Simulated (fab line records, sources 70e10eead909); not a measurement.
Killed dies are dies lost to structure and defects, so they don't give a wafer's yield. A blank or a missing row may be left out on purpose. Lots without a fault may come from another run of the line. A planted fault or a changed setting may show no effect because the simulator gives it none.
Which tool did it? | flow nand_harc | 24 lots, 72 wafers sampled, at 4 steps of a route of 1159

WHAT THE GAUGES READ, wafer by wafer
NHARC_A_SLIT_CD_MEAS_09: target cd 300 nm. Usual: cd_nm 299.7 nm, standard deviation 0.44.
lot  | measured     | on        | cd_nm (nm)        | flag
L075 | day 14 19:44 | cd_sem-02 | 299.9 299.9 299.9 |
L076 | day 14 20:04 | cd_sem-01 | 299.3 300.2 299.5 |
L077 | day 14 19:53 | cd_sem-01 | 299.8 300.6 299.6 |
L074 | day 15 07:14 | cd_sem-02 | 299.7 300.0 299.0 |
L078 | day 15 07:51 | cd_sem-02 | 300.2 299.7 299.7 |
L079 | day 15 12:10 | cd_sem-01 | 299.7 300.1 299.3 |
L080 | day 15 11:31 | cd_sem-03 | 299.7 299.5 299.7 |
L081 | day 16 03:20 | cd_sem-03 | 300.3 299.2 300.7 |
L082 | day 16 02:39 | cd_sem-03 | 300.0 300.4 299.9 |
L083 | day 16 13:31 | cd_sem-01 | 299.1 299.9 300.3 |
L085 | day 16 19:05 | cd_sem-01 | 299.6 300.5 299.8 |
L084 | day 16 21:08 | cd_sem-01 | 299.8 300.0 299.6 |
L086 | day 17 08:38 | cd_sem-03 | 299.4 299.5 299.1 |
L087 | day 17 07:25 | cd_sem-01 | 299.9 299.3 299.6 |
L088 | day 17 07:37 | cd_sem-01 | 299.7 299.4 299.6 |
L089 | day 18 10:59 | cd_sem-02 | 299.3 299.5 300.1 |
L090 | day 18 09:01 | cd_sem-03 | 299.6 299.1 299.4 |
L092 | day 18 20:41 | cd_sem-02 | 299.8 299.4 299.9 |
L091 | day 18 20:04 | cd_sem-02 | 299.1 299.3 299.6 |
L093 | day 18 20:14 | cd_sem-02 | 299.5 300.0 300.7 |
L094 | day 18 18:04 | cd_sem-02 | 299.2 299.3 299.5 |
L096 | day 19 14:29 | cd_sem-03 | 299.7 300.6 299.8 |
L095 | day 19 14:38 | cd_sem-01 | 300.5 300.1 299.3 |
L097 | day 20 05:04 | cd_sem-01 | 299.4 300.1 299.2 |

WHICH TOOL RAN EACH LOT (tool, then ch and the chambers of the sampled wafers, then the start)
lot  | NHARC_A_STAIRCASE_STRIP_316                   | NHARC_A_STAIRCASE_ETCHBACK_416                | NHARC_A_SGD_CUT_ETCH_58
L075 | rie_diel-06 ch 1,2,3, day 14 05:55 or earlier | rie_diel-13 ch 0,2, day 14 05:55 or earlier   | rie_diel-08 ch 0,1, day 14 05:55
L076 | rie_diel-03 ch 0,3, day 12 12:04              | rie_diel-06 ch 0,2, day 14 06:17 or earlier   | rie_diel-04 ch 0,1,3, day 14 06:17
L077 | rie_diel-03 ch 0,1,2, day 14 06:05 or earlier | rie_diel-03 ch 0,1,3, day 14 06:05 or earlier | rie_diel-12 ch 0,2,3, day 14 06:05
L074 | rie_diel-03 ch 0,1,3, day 12 20:43 or earlier | rie_diel-03 ch 1,2, day 12 20:43              | rie_diel-04 ch 0,3, day 14 19:23
L078 | rie_diel-06 ch 1,2, day 14 18:39 or earlier   | rie_diel-13 ch 1,2,3, day 14 18:39 or earlier | rie_diel-08 ch 2,3, day 14 18:39
L079 | rie_diel-03 ch 1,2,3, day 15 01:52 or earlier | rie_diel-13 ch 0,3, day 15 01:52 or earlier   | rie_diel-08 ch 0,2,3, day 15 01:52
L080 | rie_diel-13 ch 0,3, day 15 01:42 or earlier   | rie_diel-13 ch 0,3, day 15 01:42 or earlier   | rie_diel-12 ch 0,1, day 15 01:42
L081 | rie_diel-13 ch 2,3, day 15 12:25 or earlier   | rie_diel-03 ch 0,1,2, day 15 12:25 or earlier | rie_diel-12 ch 0,2,3, day 15 12:25
L082 | rie_diel-06 ch 0,2,3, day 15 12:35 or earlier | rie_diel-06 ch 1,2,3, day 15 12:35 or earlier | rie_diel-04 ch 0,1,2, day 15 12:35
L083 | rie_diel-03 ch 0,1,3, day 16 03:52 or earlier | rie_diel-13 ch 0,1,3, day 16 03:52 or earlier | rie_diel-12 ch 1,2,3, day 16 03:52
L085 | rie_diel-03 ch 0,1,3, day 16 09:19 or earlier | rie_diel-06 ch 0,2,3, day 16 09:19 or earlier | rie_diel-08 ch 1,2,3, day 16 09:19
L084 | rie_diel-13 ch 0,1,2, day 16 09:09 or earlier | rie_diel-13 ch 0,1,2, day 16 09:09 or earlier | rie_diel-04 ch 0,2,3, day 16 09:09
L086 | rie_diel-03 ch 1,2,3, day 16 21:08 or earlier | rie_diel-06 ch 0,1,3, day 16 21:08 or earlier | rie_diel-08 ch 0,2,3, day 16 21:08
L087 | rie_diel-13 ch 0,1,3, day 16 21:07 or earlier | rie_diel-06 ch 0,1,3, day 16 21:07 or earlier | rie_diel-08 ch 0,1,2, day 16 21:07
L088 | rie_diel-03 ch 2,3, day 16 20:48 or earlier   | rie_diel-03 ch 0,1,2, day 16 20:48 or earlier | rie_diel-04 ch 1,2,3, day 16 20:48
L089 | rie_diel-06 ch 0,3, day 17 20:22 or earlier   | rie_diel-13 ch 1,2, day 17 20:22 or earlier   | rie_diel-08 ch 0,2, day 17 20:22
L090 | rie_diel-03 ch 0,1,2, day 17 19:40 or earlier | rie_diel-06 ch 1,2,3, day 17 19:40 or earlier | rie_diel-04 ch 1,2, day 17 19:40
L092 | rie_diel-03 ch 0,1,2, day 18 08:09 or earlier | rie_diel-13 ch 0,2,3, day 18 08:09 or earlier | rie_diel-04 ch 2,3, day 18 08:09
L091 | rie_diel-06 ch 0,1,3, day 18 07:29 or earlier | rie_diel-03 ch 0,2, day 18 07:29 or earlier   | rie_diel-04 ch 0,2,3, day 18 07:29
L093 | rie_diel-13 ch 0,2, day 18 09:04 or earlier   | rie_diel-06 ch 0,1, day 18 09:04 or earlier   | rie_diel-12 ch 2,3, day 18 09:04
L094 | rie_diel-03 ch 2,3, day 18 07:46 or earlier   | rie_diel-13 ch 0,1, day 18 07:46 or earlier   | rie_diel-08 ch 1,2,3, day 18 07:46
L096 | rie_diel-13 ch 0,3, day 19 04:20 or earlier   | rie_diel-13 ch 0,1,3, day 19 04:20 or earlier | rie_diel-08 ch 0,3, day 19 04:20
L095 | rie_diel-03 ch 0,1,3, day 19 04:40 or earlier | rie_diel-13 ch 1,2,3, day 19 04:40 or earlier | rie_diel-04 ch 0,2,3, day 19 04:40
L097 | rie_diel-03 ch 1,2, day 19 19:42 or earlier   | rie_diel-03 ch 1,2, day 19 19:42 or earlier   | rie_diel-04 ch 0,2,3, day 19 19:42
- NHARC_A_STAIRCASE_STRIP_316: strips in O2.
- NHARC_A_STAIRCASE_ETCHBACK_416: etches the open film in C4F8/O2/Ar, target depth 36 nm, time 7.2 s.
- NHARC_A_SGD_CUT_ETCH_58: etches the open film in CF4, target depth 39 nm, time 65 s.

WHAT THE TOOLS THEMSELVES READ (means of the sampled wafers that have a number; where no wafer has one, the mark that the record gives instead)
NHARC_A_STAIRCASE_STRIP_316. Usual: drypump_motor_current_A 5.5 A, standard deviation 0.47; oes_product_au 0.998 a.u., standard deviation 0.01; rf_vpp_V 57.9 V, standard deviation 0.93; showerhead_plenum_p_Torr 3.60 Torr, standard deviation 0.15; throttle_valve_pct 17.036 %, standard deviation 0.0096.
lot  | tool        | drypump_motor_current_A (A) | oes_product_au (a.u.) | rf_vpp_V (V) | showerhead_plenum_p_Torr (Torr) | throttle_valve_pct (%) | flag
L075 | rie_diel-06 | 5.6                         | 1.010                 | 57.8         | 3.53                            | 17.034                 |
L076 | rie_diel-03 | 5.5                         | 0.990                 | 57.7         | 3.69                            | 17.034                 |
L077 | rie_diel-03 | 5.5                         | 1.005                 | 57.5         | 3.58                            | 17.043                 |
L074 | rie_diel-03 | 5.8                         | 1.000                 | 58.3         | 3.63                            | 17.035                 |
L078 | rie_diel-06 | 5.4                         | 1.005                 | 57.8         | 3.68                            | 17.035                 |
L079 | rie_diel-03 | 5.5                         | 0.998                 | 57.4         | 3.68                            | 17.033                 |
L080 | rie_diel-13 | 5.6                         | 1.005                 | 58.7         | 3.75                            | 17.036                 |
L081 | rie_diel-13 | 5.7                         | 1.002                 | 59.1         | 3.64                            | 17.030                 |
L082 | rie_diel-06 | 5.8                         | 0.993                 | 57.6         | 3.50                            | 17.030                 |
L083 | rie_diel-03 | 5.8                         | 0.992                 | 57.6         | 3.62                            | 17.028                 |
L085 | rie_diel-03 | 5.8                         | 0.995                 | 57.1         | 3.62                            | 17.030                 |
L084 | rie_diel-13 | 5.4                         | 0.995                 | 56.8         | 3.50                            | 17.035                 |
L086 | rie_diel-03 | 5.5                         | 0.999                 | 58.4         | 3.68                            | 17.035                 |
L087 | rie_diel-13 | 5.5                         | 0.993                 | 58.0         | 3.66                            | 17.038                 |
L088 | rie_diel-03 | 5.2                         | 0.993                 | 59.1         | 3.73                            | 17.034                 |
L089 | rie_diel-06 | 6.0                         | 0.995                 | 58.4         | 3.34                            | 17.032                 |
L090 | rie_diel-03 | 5.5                         | 0.996                 | 58.1         | 3.56                            | 17.042                 |
L092 | rie_diel-03 | 5.5                         | 0.994                 | 58.7         | 3.56                            | 17.034                 |
L091 | rie_diel-06 | 5.6                         | 0.994                 | 57.4         | 3.36                            | 17.039                 |
L093 | rie_diel-13 | 5.4                         | 0.991                 | 58.5         | 3.51                            | 17.038                 |
L094 | rie_diel-03 | 5.0                         | 0.992                 | 57.8         | 3.68                            | 17.032                 |
L096 | rie_diel-13 | 5.7                         | 1.009                 | 58.1         | 3.73                            | 17.031                 |
L095 | rie_diel-03 | 5.8                         | 0.985                 | 58.5         | 3.61                            | 17.040                 |
L097 | rie_diel-03 | 5.2                         | 1.008                 | 57.1         | 3.62                            | 17.037                 |

NHARC_A_STAIRCASE_ETCHBACK_416. Usual: bias_w 799.6 W, standard deviation 2.4; oes_product_au 0.94 a.u., standard deviation 0.033; rf_vpp_V 724 V, standard deviation 4.9.
lot  | tool        | bias_w (W) | oes_product_au (a.u.) | rf_vpp_V (V) | flag
L075 | rie_diel-13 | 803.3      | 1.00                  | 720          |
L076 | rie_diel-06 | 798.1      | 0.99                  | 726          |
L077 | rie_diel-03 | 800.5      | 0.91                  | 727          |
L074 | rie_diel-03 | 799.8      | 0.92                  | 727          |
L078 | rie_diel-13 | 798.7      | 1.00                  | 725          |
L079 | rie_diel-13 | 800.2      | 0.99                  | 729          |
L080 | rie_diel-13 | 802.4      | 0.93                  | 728          |
L081 | rie_diel-03 | 801.0      | 0.92                  | 725          |
L082 | rie_diel-06 | 798.4      | 0.93                  | 723          |
L083 | rie_diel-13 | 799.7      | 0.92                  | 728          |
L085 | rie_diel-06 | 800.6      | 0.93                  | 722          |
L084 | rie_diel-13 | 798.1      | 0.93                  | 722          |
L086 | rie_diel-06 | 801.0      | 0.92                  | 719          |
L087 | rie_diel-06 | 798.1      | 0.93                  | 719          |
L088 | rie_diel-03 | 802.1      | 0.92                  | 725          |
L089 | rie_diel-13 | 801.1      | 1.01                  | 719          |
L090 | rie_diel-06 | 798.2      | 0.92                  | 722          |
L092 | rie_diel-13 | 798.7      | 0.93                  | 725          |
L091 | rie_diel-03 | 798.7      | 1.00                  | 725          |
L093 | rie_diel-06 | 796.2      | 0.93                  | 720          |
L094 | rie_diel-13 | 802.1      | 0.92                  | 725          |
L096 | rie_diel-13 | 800.4      | 0.92                  | 726          |
L095 | rie_diel-13 | 797.6      | 0.93                  | 723          |
L097 | rie_diel-03 | 799.7      | 0.93                  | 726          |

NHARC_A_SGD_CUT_ETCH_58. Usual: bias_w 99.99 W, standard deviation 0.3; drypump_motor_current_A 5.8 A, standard deviation 0.48; oes_product_au 0.999 a.u., standard deviation 0.0096; rf_vpp_V 150.9 V, standard deviation 1.2; showerhead_plenum_p_Torr 1.73 Torr, standard deviation 0.067; throttle_valve_pct 13.283 %, standard deviation 0.0099.
lot  | tool        | bias_w (W) | drypump_motor_current_A (A) | oes_product_au (a.u.) | rf_vpp_V (V) | showerhead_plenum_p_Torr (Torr) | throttle_valve_pct (%) | flag
L075 | rie_diel-08 | 100.29     | 6.1                         | 0.997                 | 151.8        | 1.79                            | 13.276                 |
L076 | rie_diel-04 | 99.78      | 5.8                         | 1.006                 | 151.6        | 1.75                            | 13.280                 |
L077 | rie_diel-12 | 100.12     | 5.3                         | 1.006                 | 150.5        | 1.71                            | 13.280                 |
L074 | rie_diel-04 | 99.90      | 6.1                         | 0.994                 | 151.8        | 1.79                            | 13.275                 |
L078 | rie_diel-08 | 99.99      | 6.0                         | 1.003                 | 151.0        | 1.76                            | 13.295                 |
L079 | rie_diel-08 | 99.82      | 5.9                         | 0.998                 | 151.6        | 1.77                            | 13.293                 |
L080 | rie_diel-12 | 99.58      | 5.6                         | 1.011                 | 150.2        | 1.71                            | 13.282                 |
L081 | rie_diel-12 | 99.99      | 5.3                         | 0.991                 | 150.6        | 1.71                            | 13.276                 |
L082 | rie_diel-04 | 99.93      | 5.6                         | 1.001                 | 151.4        | 1.75                            | 13.286                 |
L083 | rie_diel-12 | 99.82      | 5.4                         | 0.980                 | 150.6        | 1.72                            | 13.279                 |
L085 | rie_diel-08 | 99.88      | 6.2                         | 0.997                 | 150.8        | 1.73                            | 13.284                 |
L084 | rie_diel-04 | 100.01     | 6.0                         | 1.001                 | 150.6        | 1.73                            | 13.284                 |
L086 | rie_diel-08 | 100.04     | 5.9                         | 0.997                 | 152.6        | 1.77                            | 13.287                 |
L087 | rie_diel-08 | 99.97      | 6.2                         | 0.997                 | 152.0        | 1.77                            | 13.284                 |
L088 | rie_diel-04 | 99.89      | 5.7                         | 0.994                 | 150.7        | 1.68                            | 13.281                 |
L089 | rie_diel-08 | 100.29     | 5.9                         | 0.998                 | 151.1        | 1.81                            | 13.284                 |
L090 | rie_diel-04 | 100.23     | 5.3                         | 1.000                 | 150.2        | 1.70                            | 13.285                 |
L092 | rie_diel-04 | 100.34     | 6.1                         | 1.000                 | 149.6        | 1.66                            | 13.283                 |
L091 | rie_diel-04 | 99.90      | 6.0                         | 1.007                 | 151.3        | 1.73                            | 13.284                 |
L093 | rie_diel-12 | 100.43     | 5.1                         | 0.992                 | 151.4        | 1.72                            | 13.285                 |
L094 | rie_diel-08 | 99.82      | 6.2                         | 0.991                 | 150.4        | 1.73                            | 13.287                 |
L096 | rie_diel-08 | 100.18     | 5.9                         | 1.002                 | 150.2        | 1.73                            | 13.279                 |
L095 | rie_diel-04 | 100.15     | 6.0                         | 0.997                 | 150.5        | 1.72                            | 13.274                 |
L097 | rie_diel-04 | 99.89      | 6.0                         | 1.014                 | 150.3        | 1.72                            | 13.283                 |

THE ANSWER, worked out from the rows above alone
Rule: a lot is off if the mean of its wafers that have a number lies more than 3 standard deviations from the usual mean. A lot without any number at a reading at which 4 lots or more have one is off too. The other lots that the step has rows for count as sound. The gauges are gone through in route order, then the tools' own readings, and for those a lot's mean is taken as printed above. The first step at which some lot is off is used, and at that step the reading that is off furthest; a lot without a number counts as furthest.
No lot is off at any reading shown: from this, nothing can be told.

WHAT THE SIMULATOR HAD PUT IN
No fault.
